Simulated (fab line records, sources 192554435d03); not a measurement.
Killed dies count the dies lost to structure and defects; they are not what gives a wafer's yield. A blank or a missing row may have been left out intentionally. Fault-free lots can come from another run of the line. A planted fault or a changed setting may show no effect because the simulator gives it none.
Chamber matching :: flow n5_finfet :: N5_BEOL_M4_CMP_52 on cmp-04: 4 sister chambers
The step polishes, stops on SiOC, t overpolish 6.8 s, target thk 40 nm. 4 wafers are shown with their chamber, then 7 later ones without.

## WAFERS WITH THEIR CHAMBER
wafer: L077.5
chamber: 2
motor_current_A (A): 5.2

wafer: L085.4
chamber: 1
motor_current_A (A): 6.9

wafer: L087.1
chamber: 3
motor_current_A (A): 6.2

wafer: L087.2
chamber: 0
motor_current_A (A): 5.8

## WAFERS WITH NO CHAMBER GIVEN
wafer: L087.4
motor_current_A (A): 5.3

wafer: L089.1
motor_current_A (A): 5.3

wafer: L089.2
motor_current_A (A): 6.6

wafer: L089.6
motor_current_A (A): 6.6

wafer: L092.1
motor_current_A (A): 6.5

wafer: L092.3
motor_current_A (A): 6.2

wafer: L092.5
motor_current_A (A): 5.1

## CHAMBER TAKEN BY EACH
wafer: L087.4
from the rows above: can't be placed: 2 or 0
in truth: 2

wafer: L089.1
from the rows above: can't be placed: 2 or 0
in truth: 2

wafer: L089.2
from the rows above: can't be placed: 1 or 3
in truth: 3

wafer: L089.6
from the rows above: can't be placed: 1 or 3
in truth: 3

wafer: L092.1
from the rows above: can't be placed: 3 or 1 or 0
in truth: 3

wafer: L092.3
from the rows above: can't be placed: 3 or 0
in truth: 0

wafer: L092.5
from the rows above: 2
in truth: 2
1 of 7 placed correctly. Unplaceable from these rows: 6, with the true chamber sitting among the candidates in 6. Placed wrongly: 0.
How it was worked out, from the rows above alone: a wafer's distance from a chamber is the root of the sum, over the readings, of the square of ((its reading less the chamber's mean) divided by the reading's scatter). If the next closest chamber is less than 2 further off than the closest, the wafer can't be placed; otherwise it belongs to the closest. A chamber's mean is the mean of its shown wafers. The scatter: with one shown wafer a chamber, the root of the mean of the squares of how far each hidden wafer lies from its nearest shown one.
